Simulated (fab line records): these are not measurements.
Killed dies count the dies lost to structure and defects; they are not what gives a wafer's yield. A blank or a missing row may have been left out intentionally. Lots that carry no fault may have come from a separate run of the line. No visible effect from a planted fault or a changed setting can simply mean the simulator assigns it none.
A lot that was struck, set against a sound lot ; flow n5 finfet ; 14 steps out of a route of 1938
Sound: the wafers L649.1, L649.3, L649.4. Struck: wafer L668.1 (left out: L668.5, a lot-mate that was not struck); the cause follows at the end.
Each step with rows lists, per side, the tool, then ch with its chambers, then its first start. Under that, the readings that differ: sound wafers ; struck wafers ; difference of the means ; sigmas: that difference in standard deviations of wafers without a fault.
alike: a reading whose means differ by less than 2 such deviations, as well as words and numbers matching on both sides. not compared: withheld readings; readings where some wafer has no value; bounds like >300 that might hide an equal value; numbers whose values overlap and for which the record gives no deviation.
A row with sigmas, a row that says differs or no value, or rows on one side alone: a step with any of these is where the two part. Numbers that have no deviation but don't overlap get no sigmas and don't part them. A reading missing from all wafers of one side parts the sides only when that side holds two or more wafers.

first, 7 steps without rows for these wafers: N5_BEOL_M10_COAT_64 (time 60 s, resist thk 30 nm); N5_BEOL_M10_COAT_22 (resist thk 90 nm); N5_BEOL_M10_EBR_24; N5_BEOL_M10_SOFTBAKE_23 (time 60 s); N5_BEOL_M10_EXPOSE_25 (exposes mask V9); N5_BEOL_M10_PEB_26 (peb time 60 s); N5_BEOL_M10_DEVELOP_27 (develop time 30 s).
N5_BEOL_M10_CD_MEAS_28 targets a cd of 70 nm.
  sound on cd sem-01 ch 0, day 10 11:33; struck on cd sem-02 ch 0, day 15 03:43
reading;sound;struck;difference;sigmas
cd nm (nm);68.2 68.9 68.1;71.0;+2.6;+2
N5_BEOL_M10_OVL_MEAS_29:
  sound on overlay-01 ch 0, day 10 11:35; struck on overlay-01 ch 0, day 15 03:45
  alike: V9_OVL
N5_BEOL_M10_INSPECT_30: inspects for defects (brightfield).
  sound on defect inspect-01, day 10 11:36; struck on defect inspect-02, day 15 03:46
  alike: raw defect count
N5_BEOL_M10_DESCUM_33: chemistry O2, time 7.9 s.
  sound on rie diel-04 ch 1,2,3, day 10 12:20; struck on rie diel-06 ch 1, day 15 03:48
reading;sound;struck;difference;sigmas
rf hours counter h (h);203 74 217;33;-132;
  alike: drypump motor current A, oes product au, rf vpp V, showerhead plenum p Torr, throttle valve pct
N5_BEOL_M10_ETCH_65: etches SiARC in CF4, target depth 39 nm, time 65 s.
  sound on rie diel-04 ch 1,2,3, day 10 12:22; struck on rie diel-06 ch 1, day 15 03:50
reading;sound;struck;difference;sigmas
rf hours counter h (h);203 74 217;33;-132;
  alike: drypump motor current A, etch rf on time s, oes product au, rf vpp V, showerhead plenum p Torr, throttle valve pct
N5_BEOL_M10_ETCH_66: etches SOC in N2/H2, target depth 120 nm, overetch 24 nm, time 180 s.
  sound on rie diel-04 ch 1,2,3, day 10 12:25; struck on rie diel-06 ch 1, day 15 03:53
reading;sound;struck;difference;sigmas
rf hours counter h (h);203 74 217;33;-132;
run length s (s);202.9 202.8 203.8;213.6;+10.4;+26
model.SiARC_of_BEOL_M10_COAT_64.thk nm (nm);23 22.4 22.8;22.2;-0.5;
  alike: drypump motor current A, oes product au, rf vpp V, showerhead plenum p Torr, throttle valve pct
then, 1 step without rows for these wafers: N5_BEOL_M10_STRIP_69 (strips in N2/H2).

## WHERE THEY PART
First at N5_BEOL_M10_CD_MEAS_28; last, within this record, at N5_BEOL_M10_ETCH_66.

WHY: what had been put in by the simulator
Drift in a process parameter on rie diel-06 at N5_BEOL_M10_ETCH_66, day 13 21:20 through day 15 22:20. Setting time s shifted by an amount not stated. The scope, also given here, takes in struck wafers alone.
